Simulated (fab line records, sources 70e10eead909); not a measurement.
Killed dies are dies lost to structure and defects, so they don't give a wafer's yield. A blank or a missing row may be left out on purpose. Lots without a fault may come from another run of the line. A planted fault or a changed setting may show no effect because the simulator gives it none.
Which tool did it? | flow nand_harc | 13 lots, 38 wafers sampled, at 2 steps of a route of 1302

WHAT THE GAUGES READ, wafer by wafer
NHARC_A_BONDPAD_THK_MEAS_30: measures by ellipsometry. Usual: thk_nm 199.9 nm, standard deviation 1.5.
lot  | measured     | on            | thk_nm (nm)       | flag
L112 | day 23 04:29 | film_metro-01 | 201.1 195.9 196.8 |
L113 | day 23 09:38 | film_metro-02 | 201.6 201.8 202.3 |
L114 | day 23 12:34 | film_metro-01 | 199.2 200.1 200.0 |
L116 | day 24 19:17 | film_metro-02 | 199.6 200.4 199.8 |
L119 | day 25 20:50 | film_metro-01 | 200.3 201.9 202.6 |
L120 | day 25 22:14 | film_metro-02 | 200.9 197.6 202.3 |
L121 | day 26 14:02 | film_metro-01 | 199.5 199.5 200.9 |
L122 | day 27 08:59 | film_metro-02 | 199.1 200.0 201.0 |
L123 | day 27 09:49 | film_metro-01 | 200.4 200.5 202.0 |
L127 | day 28 21:46 | film_metro-01 | 201.4 200.0       |
L133 | day 32 01:28 | film_metro-02 | 201.1 202.1 198.8 |
L135 | day 32 20:02 | film_metro-01 | 198.6 199.0 199.8 |
L134 | day 33 16:25 | film_metro-02 | 199.3 201.0 197.7 |

WHICH TOOL RAN EACH LOT (tool, then ch and the chambers of the sampled wafers, then the start)
lot  | NHARC_A_M1_PRE_CLEAN_32
L112 | pecvd-03 ch 0,1,2, day 23 03:14
L113 | pecvd-04 ch 1,2, day 23 08:20
L114 | pecvd-02 ch 0,1, day 23 11:17
L116 | pecvd-04 ch 0,1,2, day 24 18:00
L119 | pecvd-04 ch 1,2, day 25 19:32
L120 | pecvd-04 ch 0,1,2, day 25 20:56
L121 | pecvd-02 ch 0,1, day 26 12:46
L122 | pecvd-03 ch 0,2, day 27 07:43
L123 | pecvd-03 ch 0,1,2, day 27 08:31
L127 | pecvd-04 ch 2, day 28 20:31
L133 | pecvd-04 ch 0,2, day 32 00:12
L135 | pecvd-02 ch 0,1,2, day 32 18:45
L134 | pecvd-03 ch 0,1, day 33 14:58
- NHARC_A_M1_PRE_CLEAN_32: time 12 s.

WHAT THE TOOLS THEMSELVES READ (means of the sampled wafers that have a number; where no wafer has one, the mark that the record gives instead)
NHARC_A_M1_PRE_CLEAN_32. Usual: heater_power_w 651 W, standard deviation 100.
lot  | tool     | heater_power_w (W) | flag
L112 | pecvd-03 | 675                |
L113 | pecvd-04 | 689                |
L114 | pecvd-02 | 555                |
L116 | pecvd-04 | 650                |
L119 | pecvd-04 | 804                |
L120 | pecvd-04 | 673                |
L121 | pecvd-02 | 575                |
L122 | pecvd-03 | 658                |
L123 | pecvd-03 | 656                |
L127 | pecvd-04 | 892                |
L133 | pecvd-04 | 709                |
L135 | pecvd-02 | 566                |
L134 | pecvd-03 | 668                |

THE ANSWER, worked out from the rows above alone
Rule: a lot is off if the mean of its wafers that have a number lies more than 3 standard deviations from the usual mean. A lot without any number at a reading at which 4 lots or more have one is off too. The other lots that the step has rows for count as sound. The gauges are gone through in route order, then the tools' own readings, and for those a lot's mean is taken as printed above. The first step at which some lot is off is used, and at that step the reading that is off furthest; a lot without a number counts as furthest.
No lot is off at any reading shown: from this, nothing can be told.

WHAT THE SIMULATOR HAD PUT IN
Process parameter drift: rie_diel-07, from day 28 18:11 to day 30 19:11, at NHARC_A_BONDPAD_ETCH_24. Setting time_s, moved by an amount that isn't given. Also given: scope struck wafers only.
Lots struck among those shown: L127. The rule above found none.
